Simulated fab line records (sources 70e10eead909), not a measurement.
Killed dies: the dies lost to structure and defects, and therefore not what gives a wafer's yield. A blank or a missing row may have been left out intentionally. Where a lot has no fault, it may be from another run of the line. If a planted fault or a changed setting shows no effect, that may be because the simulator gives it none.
What tool caused it? / flow nand-harc / 33 wafers from 11 lots sampled at 2 of the route's 1159 steps

WHAT EACH GAUGE READ, for each wafer
NHARC_P_M2_CD_MEAS_09: target cd 170 nm.
lot=L955; measured=day 5 23:26; on=cd-sem-02; cd-nm (nm)=170.1 170.7 170.8
lot=L956; measured=day 6 13:07; on=cd-sem-02; cd-nm (nm)=169.1 169.4 169.4
lot=L959; measured=day 6 22:26; on=cd-sem-02; cd-nm (nm)=169.1 170.1 169.9
lot=L961; measured=day 7 15:19; on=cd-sem-03; cd-nm (nm)=169.7 170.4 170.2
lot=L960; measured=day 7 17:07; on=cd-sem-03; cd-nm (nm)=169.4 171.0 170.6
lot=L965; measured=day 8 17:21; on=cd-sem-03; cd-nm (nm)=170.2 168.9 170.0
lot=L968; measured=day 9 11:28; on=cd-sem-02; cd-nm (nm)=169.8 171.0 170.5
lot=L973; measured=day 10 08:38; on=cd-sem-02; cd-nm (nm)=188.5 189.0 188.5
lot=L972; measured=day 10 08:53; on=cd-sem-03; cd-nm (nm)=169.9 170.3 170.2
lot=L978; measured=day 11 13:56; on=cd-sem-02; cd-nm (nm)=184.7 184.9 185.0
lot=L977; measured=day 11 14:38; on=cd-sem-02; cd-nm (nm)=169.3 169.6 170.1

TOOL THAT RAN EACH LOT (tool first, then ch and the chambers of the sampled wafers, then the start)
lot=L955; NHARC_P_M2_PEB_07=litho-track-04 ch 0, day 5 23:21
lot=L956; NHARC_P_M2_PEB_07=litho-track-01 ch 0, day 6 13:02
lot=L959; NHARC_P_M2_PEB_07=litho-track-01 ch 0, day 6 22:22
lot=L961; NHARC_P_M2_PEB_07=litho-track-06 ch 0, day 7 15:14
lot=L960; NHARC_P_M2_PEB_07=litho-track-04 ch 0, day 7 17:02
lot=L965; NHARC_P_M2_PEB_07=litho-track-04 ch 0, day 8 17:16
lot=L968; NHARC_P_M2_PEB_07=litho-track-06 ch 0, day 9 11:23
lot=L973; NHARC_P_M2_PEB_07=litho-track-06 ch 0, day 10 08:34
lot=L972; NHARC_P_M2_PEB_07=litho-track-01 ch 0, day 10 08:48
lot=L978; NHARC_P_M2_PEB_07=litho-track-06 ch 0, day 11 13:52
lot=L977; NHARC_P_M2_PEB_07=litho-track-04 ch 0, day 11 14:33
- NHARC_P_M2_PEB_07: peb time 65 s.

THE ANSWER, worked out from the rows above alone
Rule: the usual values come from the lots themselves. Put in order of their means at a reading, lots are off if they are a third of the lots or fewer, leave a main group of 4 or more, and stand apart from it by a gap of 3 or more times the standard deviation of the main group's means; of several such gaps the widest counts. A main group whose means are all the same, to the digits that the tables above print for the reading, isn't used. A lot without any number at a reading at which 4 lots or more have one is off too. All remaining lots with rows at the step are treated as sound.
Off at NHARC_P_M2_CD_MEAS_09 (cd-nm): L973, L978. For the main group the mean is 170.0 nm and the standard deviation 0.39.
If a tool, at a process step before that reading, ran all the lots that are off and no sound lot after the first of them, it fits. Gauges at NHARC_P_M2_CD_MEAS_09: tried the same way as those tools. One fits: litho-track-06 at NHARC_P_M2_PEB_07. A fault onset in the window from L968 (day 9 11:23, its last sound lot) to L973 (day 10 08:34, its first lot off) fits.

WHAT THE SIMULATOR HAD INSERTED
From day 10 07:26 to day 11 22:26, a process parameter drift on litho-track-06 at NHARC_P_M2_PEB_07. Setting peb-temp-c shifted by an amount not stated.
Lots struck among those shown: L973, L978. Same finding as the rule above.
